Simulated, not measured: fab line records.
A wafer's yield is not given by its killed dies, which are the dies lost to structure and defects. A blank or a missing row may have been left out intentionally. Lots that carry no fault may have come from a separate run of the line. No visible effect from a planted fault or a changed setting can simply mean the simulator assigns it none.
Matching of chambers :: flow n5_finfet :: N5_FIN_SAQP_SPACER2_ALD_28 on ald_sin-04 has 4 sister chambers
The step deposits SiO2, target thk 8.1 nm, pulse time 1 s, purge time 2 s. 18 wafers are shown with their chamber, then 9 later ones without.

## WAFERS WITH THEIR CHAMBER
wafer: L076.3
chamber: 2
heater_power_w (W): 424
precursor_pulse_height_rel: 0.987

wafer: L076.4
chamber: 1
heater_power_w (W): 434
precursor_pulse_height_rel: 1.025

wafer: L076.5
chamber: 2
heater_power_w (W): 417
precursor_pulse_height_rel: 1.002

wafer: L078.3
chamber: 3
heater_power_w (W): 449
precursor_pulse_height_rel: 0.987

wafer: L078.4
chamber: 0
heater_power_w (W): 425
precursor_pulse_height_rel: 0.999

wafer: L078.6
chamber: 1
heater_power_w (W): 449
precursor_pulse_height_rel: 0.981

wafer: L081.4
chamber: 2
heater_power_w (W): 433
precursor_pulse_height_rel: 1.015

wafer: L081.5
chamber: 1
heater_power_w (W): 444
precursor_pulse_height_rel: 0.985

wafer: L081.6
chamber: 0
heater_power_w (W): 423
precursor_pulse_height_rel: 1.015

wafer: L086.2
chamber: 3
heater_power_w (W): 457
precursor_pulse_height_rel: 1.004

wafer: L086.3
chamber: 2
heater_power_w (W): 416
precursor_pulse_height_rel: 1.020

wafer: L086.4
chamber: 1
heater_power_w (W): 462
precursor_pulse_height_rel: 1.018

wafer: L089.2
chamber: 1
heater_power_w (W): 440
precursor_pulse_height_rel: 1.003

wafer: L089.4
chamber: 2
heater_power_w (W): 424
precursor_pulse_height_rel: 0.984

wafer: L089.5
chamber: 1
heater_power_w (W): 449
precursor_pulse_height_rel: 1.020

wafer: L092.1
chamber: 0
heater_power_w (W): 419
precursor_pulse_height_rel: 1.019

wafer: L092.2
chamber: 3
heater_power_w (W): 453
precursor_pulse_height_rel: 0.951

wafer: L092.3
chamber: 2
heater_power_w (W): 438
precursor_pulse_height_rel: 0.986

SIGNATURES (means of the wafers above)
reading: heater_power_w
chamber 0: 422.33
chamber 1: 446.33
chamber 2: 425.33
chamber 3: 453.00
scatter within a chamber: 7.96

reading: precursor_pulse_height_rel
chamber 0: 1.01100
chamber 1: 1.00533
chamber 2: 0.99900
chamber 3: 0.98067
scatter within a chamber: 0.0183
Rule: distance of a wafer from a chamber = root of the sum over the readings of ((wafer's reading minus chamber's mean) / reading's scatter) squared. The wafer belongs to the nearest chamber; if the next one is less than 2 further off, it can't be placed. The scatter is the square root of a quotient: the sum, over the shown wafers, of each reading's squared deviation from its chamber's mean, divided by wafers minus chambers.

## WAFERS WHOSE CHAMBER IS MISSING
wafer: L094.2
heater_power_w (W): 427
precursor_pulse_height_rel: 1.015

wafer: L094.3
heater_power_w (W): 462
precursor_pulse_height_rel: 1.002

wafer: L094.4
heater_power_w (W): 417
precursor_pulse_height_rel: 0.994

wafer: L096.2
heater_power_w (W): 434
precursor_pulse_height_rel: 1.047

wafer: L096.3
heater_power_w (W): 445
precursor_pulse_height_rel: 0.969

wafer: L096.5
heater_power_w (W): 459
precursor_pulse_height_rel: 1.008

wafer: L097.2
heater_power_w (W): 403
precursor_pulse_height_rel: 0.975

wafer: L097.4
heater_power_w (W): 448
precursor_pulse_height_rel: 0.964

wafer: L097.6
heater_power_w (W): 446
precursor_pulse_height_rel: 0.960

## EACH ONE'S CHAMBER
wafer: L094.2
from the rows above: can't be placed: 0 or 2 or 1
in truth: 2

wafer: L094.3
from the rows above: can't be placed: 3 or 1
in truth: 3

wafer: L094.4
from the rows above: can't be placed: 2 or 0
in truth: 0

wafer: L096.2
from the rows above: can't be placed: 0 or 1 or 2 or 3
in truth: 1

wafer: L096.3
from the rows above: can't be placed: 3 or 1 or 2
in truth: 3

wafer: L096.5
from the rows above: can't be placed: 1 or 3
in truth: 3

wafer: L097.2
from the rows above: can't be placed: 2 or 0
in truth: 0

wafer: L097.4
from the rows above: can't be placed: 3 or 1
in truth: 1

wafer: L097.6
from the rows above: can't be placed: 3 or 1 or 2
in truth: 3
Placed correctly: 0 of 9. Not placeable from these rows: 9 (in 9, the candidates include the true chamber). Wrongly placed: 0.
